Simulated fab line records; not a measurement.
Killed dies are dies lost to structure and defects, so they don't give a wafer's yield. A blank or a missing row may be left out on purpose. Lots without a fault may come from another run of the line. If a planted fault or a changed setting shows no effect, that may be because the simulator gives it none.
8D (eight disciplines) problem report, filled in by code | flow n5_finfet | the parts of the form that need people (team, actions taken, sign-off) are left out

== 1. PROBLEM STATEMENT ==
run_length_s at N5_BEOL_M11_ETCH_66 reads a mean of 236.9 s on 9 wafers of 3 lots; wafers without a fault read 203.3 s with a standard deviation of 0.41. Measured from the usual mean, that is +82 standard deviations.
The step: etches SOC in N2/H2, target depth 120 nm, overetch 24 nm, time 180 s.
The first sign was on wafer L117.1 at day 14 16:46, on rie_diel-04. The record holds 32 wafers of 11 lots with a number at this step. Rule for "out" (also "out of limits"): further than 4 standard deviations from the usual mean. Any other wafer with a number is counted as sound.

== 2. WHAT IT IS AND WHAT IT IS NOT ==
question                    | is                     | is not
which readings at this step | run_length_s           | drypump_motor_current_A, rf_vpp_V, showerhead_plenum_p_Torr, throttle_valve_pct
which lots                  | L117, L119, L120       | L103, L105, L107, L110, L111, L123, L125, L126
which wafers of those lots  | all that have a number | -
read on which tools         | rie_diel-04            | rie_diel-02, rie_diel-06
when                        | from day 14 16:46      | up to then (14 sound wafers); but 9 sound wafers of L123, L125, L126 came after

== 3. THE SUSPECTS, EACH WITH WHAT RULES IT OUT ==
Counting: a tool at a process step up to the reading stays a suspect if it ran every lot that is out and no sound lot after the first of them.
- rie_diel-04 at N5_BEOL_M11_DESCUM_33 (chemistry O2, time 7.9 s): kept. It ran every lot that is out, first L117 (day 14 16:40), and no sound lot after that; its last sound lot up to then is L110 (day 12 17:50).
- rie_diel-04 at N5_BEOL_M11_ETCH_66 (etches SOC in N2/H2, target depth 120 nm, overetch 24 nm, time 180 s): kept. It ran every lot that is out, first L117 (day 14 16:46), and no sound lot after that; its last sound lot up to then is L110 (day 12 17:55). Its own readings are out on those wafers: run_length_s.
After counting, rie_diel-04 at N5_BEOL_M11_DESCUM_33 and rie_diel-04 at N5_BEOL_M11_ETCH_66 remain.

== 4. THE CAUSE (what the simulator had put in) ==
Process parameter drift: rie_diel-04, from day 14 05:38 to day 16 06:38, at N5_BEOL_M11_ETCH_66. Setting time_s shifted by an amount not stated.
This tool is one of the 2 suspects left after counting.

== 5. THE CHAIN OF EFFECTS, in route order ==
One row per reading whose mean, taken over the struck wafers that have a number, lies over 3 standard deviations from the usual. Scope: only readings with a usual standard deviation given in the record; hours: median across lots of the time from each lot's start at the first step in this table that gives one to its start at this step; sigmas: change in usual standard deviations.
hours | step                | reading      | usual   | on struck wafers | change | sigmas
0     | N5_BEOL_M11_ETCH_66 | run_length_s | 203.3 s | 236.9            | +33.6  | +82
The process steps in it:
- N5_BEOL_M11_ETCH_66: etches SOC in N2/H2, target depth 120 nm, overetch 24 nm, time 180 s.
At these later measuring or inspecting steps, every struck wafer for which the step has a row has a number for every such reading, and none has moved that far: N5_BEOL_M11_CD_MEAS_35.

== 6. HOW IT WOULD HAVE BEEN CAUGHT EARLIER ==
First out-of-limits reading in this record: day 14 16:46, which is 11 hours after fault onset at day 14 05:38.
